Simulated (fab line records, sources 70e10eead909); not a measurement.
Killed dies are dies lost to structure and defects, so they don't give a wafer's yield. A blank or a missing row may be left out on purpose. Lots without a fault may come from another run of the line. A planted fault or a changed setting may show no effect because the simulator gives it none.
A struck lot beside a sound one | flow nand_harc | 15 steps out of a route of 1302
Sound: wafers L553.3, L553.5, L553.6. Struck: wafers L547.1, L547.4, L547.6. The cause comes at the end.
At each step with rows: each side's tool, then ch and its chambers, then its first start. Under that, the readings that differ: sound wafers | struck wafers | difference of the means | sigmas: that difference in standard deviations of wafers without a fault.
alike: readings whose means differ by less than 2 such deviations, and words and numbers that are the same on both sides. not compared: withheld readings, readings that some wafer has no value for, bounds like >300 that may hide the same value, and numbers for which the record gives no deviation and whose values overlap.
The two part at a step that has a row with sigmas, a row that says differs or no value, or rows on one side only. Numbers that don't overlap but have no deviation are shown without sigmas and don't part them. A reading that every wafer of one side lacks parts them only if that side has two wafers or more.

NHARC_A_CHANNEL_HOLE_D2_STRIP_28: strips in O2.
  sound on rie_diel-07 ch 0,1,2; struck on rie_diel-09 ch 0,2
  alike: drypump_motor_current_A, oes_product_au, rf_vpp_V, showerhead_plenum_p_Torr, throttle_valve_pct
  not compared: rf_hours_counter_h
then, 2 steps without rows for these wafers: NHARC_A_CHANNEL_HOLE_D2_PRECLEAN_29 (cleans in SC1); NHARC_A_CHANNEL_HOLE_D2_SRD_30.
NHARC_A_CHANNEL_HOLE_D2_CD_MEAS_31:
  sound on cd_sem-01, day 19 13:24; struck on cd_sem-03, day 16 16:23
  alike: cd_nm
NHARC_A_CHANNEL_HOLE_D2_XSEM_32:
  sound on xsem-01 ch 0, day 19 13:29; struck on xsem-02 ch 0, day 16 16:28
  reading            | sound          | struck         | difference | sigmas
  tilt_deg (degrees) | 0.15 0.15 0.15 | 0.02 0.02 0.02 | -0.13      | -3
  alike: bot_cd_nm, bow_nm
NHARC_A_CHANNEL_HOLE_D2_INSPECT_40:
  sound on defect_inspect-01, day 19 13:35; struck on defect_inspect-02, day 16 16:34
  alike: raw_defect_count
then, 2 steps without rows for these wafers: NHARC_A_CHANNEL_FILL_D2_PRECLEAN_00 (cleans in SC1); NHARC_A_CHANNEL_FILL_D2_SRD_01.
NHARC_A_CHANNEL_FILL_D2_ALD_02: deposits SiO2, target thk 6 nm, pulse time 10 s, ald cycles 60.
  sound on ald_hk-02 ch 2,3, day 19 15:36; struck on ald_hk-02 ch 0,1,3, day 16 18:00
  reading                    | sound             | struck            | difference | sigmas
  precursor_pulse_height_rel | 0.998 0.970 0.976 | 1.041 1.024 1.015 | +0.045     | +2
  alike: ald_cycles, heater_power_w
  not compared: since_wet_clean_h
NHARC_A_CHANNEL_FILL_D2_ALD_03: deposits SiNx, target thk 6 nm, pulse time 60 s, ald cycles 58.
  sound on ald_sin_batch-02 ch 0; struck on ald_sin_batch-01 ch 0
  alike: ald_cycles, precursor_pulse_height_rel
NHARC_A_CHANNEL_FILL_D2_ALD_14: deposits SiO2, target thk 2.5 nm, pulse time 10 s, ald cycles 25.
  sound on ald_hk-04 ch 0,2,3, day 19 22:56; struck on ald_hk-03 ch 0,1,2, day 17 00:58
  alike: ald_cycles, heater_power_w, precursor_pulse_height_rel
  not compared: since_wet_clean_h
then, 1 step without rows for these wafers: NHARC_A_CHANNEL_FILL_D2_ALD_15 (deposits SiNx, target thk 2 nm, pulse time 60 s, ald cycles 19).
NHARC_A_CHANNEL_FILL_D2_ALD_16: deposits SiO2, target thk 1.5 nm, pulse time 10 s, ald cycles 15.
  sound on ald_hk-04 ch 1,2, day 20 04:04; struck on ald_hk-02 ch 0,3, day 17 06:05
  reading    | sound    | struck   | difference | sigmas
  ald_cycles | 15 15 15 | 13 13 13 | -2         |
  alike: heater_power_w, precursor_pulse_height_rel
  not compared: since_wet_clean_h
then, 1 step without rows for these wafers: NHARC_A_CHANNEL_FILL_D2_ANNEAL_17 (time 1800 s).
NHARC_END_SORT_01:
  the record has rows for the sound wafers here (prober-01 ch 0, day 31 00:18) and none for the struck ones

WHERE THEY PART
First at NHARC_A_CHANNEL_HOLE_D2_XSEM_32; last, within this record, at NHARC_END_SORT_01.

WHY: what the simulator had put in
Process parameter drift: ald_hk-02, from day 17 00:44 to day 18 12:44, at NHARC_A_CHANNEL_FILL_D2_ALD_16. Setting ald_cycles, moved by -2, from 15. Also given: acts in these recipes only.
